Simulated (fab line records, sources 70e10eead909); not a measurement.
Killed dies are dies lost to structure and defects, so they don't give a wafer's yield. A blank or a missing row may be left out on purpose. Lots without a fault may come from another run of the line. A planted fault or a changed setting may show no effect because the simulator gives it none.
Chamber matching | flow nand_harc | NHARC_P_ZERO_WELL_DESCUM_39 on rie_diel-06: 4 sister chambers
The step chemistry O2, time 3 s. 14 wafers are shown with their chamber, then 7 later ones without.

WAFERS WITH THEIR CHAMBER
wafer  | chamber | showerhead_plenum_p_Torr (Torr) | drypump_motor_current_A (A) | oes_product_au (a.u.)
L481.1 | 1       | 1.85                            | 5.5                         | 1.015
L481.4 | 3       | 1.89                            | 6.2                         | 1.004
L481.5 | 0       | 1.90                            | 6.1                         | 1.033
L485.2 | 2       | 1.78                            | 6.3                         | 0.996
L485.4 | 0       | 1.89                            | 6.1                         | 1.008
L485.5 | 2       | 1.78                            | 6.3                         | 0.985
L486.1 | 0       | 1.89                            | 6.1                         | 1.015
L486.2 | 3       | 1.89                            | 6.2                         | 0.989
L486.6 | 2       | 1.78                            | 6.3                         | 0.976
L488.3 | 0       | 1.89                            | 6.2                         | 1.023
L488.4 | 1       | 1.84                            | 5.5                         | 1.001
L488.5 | 3       | 1.89                            | 6.2                         | 1.002
L493.1 | 1       | 1.84                            | 5.6                         | 1.015
L493.2 | 0       | 1.89                            | 6.1                         | 1.010

SIGNATURES (means of the wafers above)
reading                  | chamber 0 | chamber 1 | chamber 2 | chamber 3 | scatter within a chamber
showerhead_plenum_p_Torr | 1.8920    | 1.8433    | 1.7800    | 1.8900    | 0.00383
drypump_motor_current_A  | 6.120     | 5.533     | 6.300     | 6.200     | 0.0383
oes_product_au           | 1.01780   | 1.01033   | 0.98567   | 0.99833   | 0.00942
Rule: a wafer's distance from a chamber is the root of the sum, over the readings, of the square of ((its reading less the chamber's mean) divided by the reading's scatter). The wafer belongs to the nearest chamber; if the next one is less than 2 further off, it can't be placed. The scatter: the root of (the sum of the squares of (reading less its chamber's mean) over the shown wafers, divided by (wafers less chambers)).

WAFERS WITHOUT THEIR CHAMBER
wafer  | showerhead_plenum_p_Torr (Torr) | drypump_motor_current_A (A) | oes_product_au (a.u.)
L493.3 | 1.77                            | 6.4                         | 1.001
L501.1 | 1.77                            | 6.3                         | 0.998
L501.2 | 1.88                            | 6.2                         | 0.977
L501.6 | 1.88                            | 6.1                         | 1.014
L502.1 | 1.88                            | 6.2                         | 0.980
L502.4 | 1.88                            | 6.1                         | 1.013
L502.6 | 1.88                            | 6.1                         | 1.001

WHICH CHAMBER EACH WENT THROUGH
wafer  | from the rows above     | in truth
L493.3 | 2                       | 2
L501.1 | 2                       | 2
L501.2 | 3                       | 3
L501.6 | can't be placed: 0 or 3 | 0
L502.1 | 3                       | 3
L502.4 | can't be placed: 0 or 3 | 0
L502.6 | can't be placed: 0 or 3 | 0
Placed correctly: 4 of 7. Can't be placed from these rows: 3 (the true chamber is among the candidates in 3). Placed wrongly: 0.
